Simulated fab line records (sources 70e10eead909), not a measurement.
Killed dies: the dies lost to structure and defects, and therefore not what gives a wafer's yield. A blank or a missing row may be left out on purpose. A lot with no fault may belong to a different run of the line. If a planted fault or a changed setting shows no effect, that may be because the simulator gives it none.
A lot that was struck, set against a sound lot -- flow nandHarc -- 40 out of 1159 route steps
Sound: wafers L296.1, L296.3, L296.4. Wafers L314.2, L314.3, L314.4 were the ones struck. The cause is named last.
Each step with rows lists, per side, the tool, then ch with its chambers, then its first start. Under that, the readings that differ: sound wafers -- struck wafers -- difference of the means -- sigmas: that difference in standard deviations of wafers without a fault.
alike: words and numbers the same on both sides, and readings whose means are apart by under 2 such deviations; not compared: readings that were withheld, readings missing a value for some wafer, numbers with overlapping values and no deviation given by the record, and bounds like >300 which may hide the same value.
Wherever a step has rows on one side only, a row that says differs or no value, or a row with sigmas, the two part there. Numbers that have no deviation but don't overlap get no sigmas and don't part them. A reading that every wafer of one side lacks parts them only if that side has two wafers or more.

first, 8 steps without rows for these wafers: NHARC_A_STAIRCASE_HMDS_282 (time 30 s); NHARC_A_STAIRCASE_COAT_283; NHARC_A_STAIRCASE_SOFTBAKE_284 (time 170 s); NHARC_A_STAIRCASE_EBR_285; NHARC_A_STAIRCASE_EXPOSE_286 (exposes mask CHOP 100); NHARC_A_STAIRCASE_PEB_287 (peb time 130 s); NHARC_A_STAIRCASE_DEVELOP_288 (time 140 s); NHARC_A_STAIRCASE_HARDBAKE_290 (time 140 s).
NHARC_A_STAIRCASE_DESCUM_291: chemistry O2, time 3 s.
  sound on rieDiel-05 ch 0,1,3, day 12 07:49; struck on rieDiel-05 ch 0,1,3, day 15 17:59
reading,sound,struck,difference,sigmas
rfHoursCounterH (h),36 36 40,1 1 1,-36,
rfVppV (V),57.0 58.2 56.4,60.1 58.2 58.4,+1.7,+2
  alike: drypumpMotorCurrentA, oesProductAu, showerheadPlenumPTorr, throttleValvePct
NHARC_A_STAIRCASE_ETCH_292: etches the open film in CF4/CHF3.
  sound on rieDiel-05 ch 0,2,3, day 12 07:53; struck on rieDiel-05 ch 0,1,3, day 15 18:04
reading,sound,struck,difference,sigmas
rfHoursCounterH (h),38 36 36,1 1 1,-36,
  alike: cf4FlowSccm, drypumpMotorCurrentA, oesProductAu, rfVppV, showerheadPlenumPTorr, throttleValvePct
then, 1 step without rows for these wafers: NHARC_A_STAIRCASE_HM_OPEN_460 (chemistry O2/COS).
NHARC_A_STAIRCASE_STRIP_461: strips in O2/COS.
  sound on rieDiel-05 ch 0,1,2, day 12 08:17; struck on rieDiel-05 ch 0,1,2, day 15 18:28
then, 6 steps without rows for these wafers: NHARC_A_STAIRCASE_ETCH_452 (etches the open film in CF4/O2, target depth 30 nm, overetch 3 nm, time 16.5 s); NHARC_A_STAIRCASE_ETCH_294 (etches the open film in C4F8/O2/Ar, target depth 4992 nm, time 1212.4 s); NHARC_A_STAIRCASE_STRIP_295 (strips in O2); NHARC_A_STAIRCASE_STRIP_296 (strips in SPM, time 900 s); NHARC_A_STAIRCASE_PRECLEAN_297 (cleans in SC1); NHARC_A_STAIRCASE_SRD_298.
NHARC_A_STAIRCASE_HM_DEP_462: deposits aC, target thk 800 nm.
  sound on aclDep-03 ch 0, day 12 11:40; struck on aclDep-03 ch 0, day 15 22:02
  alike: throttleValvePct
then, 10 steps without rows for these wafers: NHARC_A_STAIRCASE_DEP_301 (deposits SiON, target thk 30 nm); NHARC_A_STAIRCASE_DEHYDRATE_302 (time 120 s); NHARC_A_STAIRCASE_HMDS_303 (time 30 s); NHARC_A_STAIRCASE_COAT_304; NHARC_A_STAIRCASE_SOFTBAKE_305 (time 170 s); NHARC_A_STAIRCASE_EBR_306; NHARC_A_STAIRCASE_EXPOSE_307 (exposes mask CHOP 50); NHARC_A_STAIRCASE_PEB_308 (peb time 130 s); NHARC_A_STAIRCASE_DEVELOP_309 (time 140 s); NHARC_A_STAIRCASE_HARDBAKE_311 (time 140 s).
NHARC_A_STAIRCASE_DESCUM_312: chemistry O2, time 3 s.
  sound on rieDiel-05 ch 1,2,3, day 12 14:30; struck on rieDiel-05 ch 0,1,3, day 16 00:35
reading,sound,struck,difference,sigmas
rfHoursCounterH (h),39 41 36,4 4 4,-35,
  alike: drypumpMotorCurrentA, oesProductAu, rfVppV, showerheadPlenumPTorr, throttleValvePct
then, 5 steps without rows for these wafers: NHARC_A_STAIRCASE_ETCH_313 (etches the open film in CF4/CHF3); NHARC_A_STAIRCASE_HM_OPEN_463 (chemistry O2/COS); NHARC_A_STAIRCASE_STRIP_464 (strips in O2/COS); NHARC_A_STAIRCASE_ETCH_453 (etches the open film in CF4/O2, target depth 30 nm, overetch 3 nm, time 16.5 s); NHARC_A_STAIRCASE_ETCH_315 (etches the open film in C4F8/O2/Ar, target depth 2500 nm, time 607.1 s).
NHARC_A_STAIRCASE_STRIP_316: strips in O2.
  sound on rieDiel-05 ch 0,2,3; struck on rieDiel-05 ch 1,2,3
reading,sound,struck,difference,sigmas
rfHoursCounterH (h),40 38 37,5 5 5,-33,
  alike: drypumpMotorCurrentA, oesProductAu, rfVppV, showerheadPlenumPTorr, throttleValvePct
then, 3 steps without rows for these wafers: NHARC_A_STAIRCASE_STRIP_317 (strips in SPM, time 900 s); NHARC_A_STAIRCASE_PRECLEAN_318 (cleans in SC1); NHARC_A_STAIRCASE_SRD_329.
-- the record jumps here: 9 days lie between the struck wafers' starts before and after (it left off in module A_STAIRCASE and takes up again in module END, whose first step shown is number 1159 of the route) --
NHARC_END_SORT_01:
  at this point the record logs the struck wafers (prober-02 ch 0, day 24 13:23) and has no rows for the sound ones

== WHERE THEY PART ==
Last at NHARC_END_SORT_01 as far as this record goes, first at NHARC_A_STAIRCASE_DESCUM_291.

WHY: what the simulator had put in
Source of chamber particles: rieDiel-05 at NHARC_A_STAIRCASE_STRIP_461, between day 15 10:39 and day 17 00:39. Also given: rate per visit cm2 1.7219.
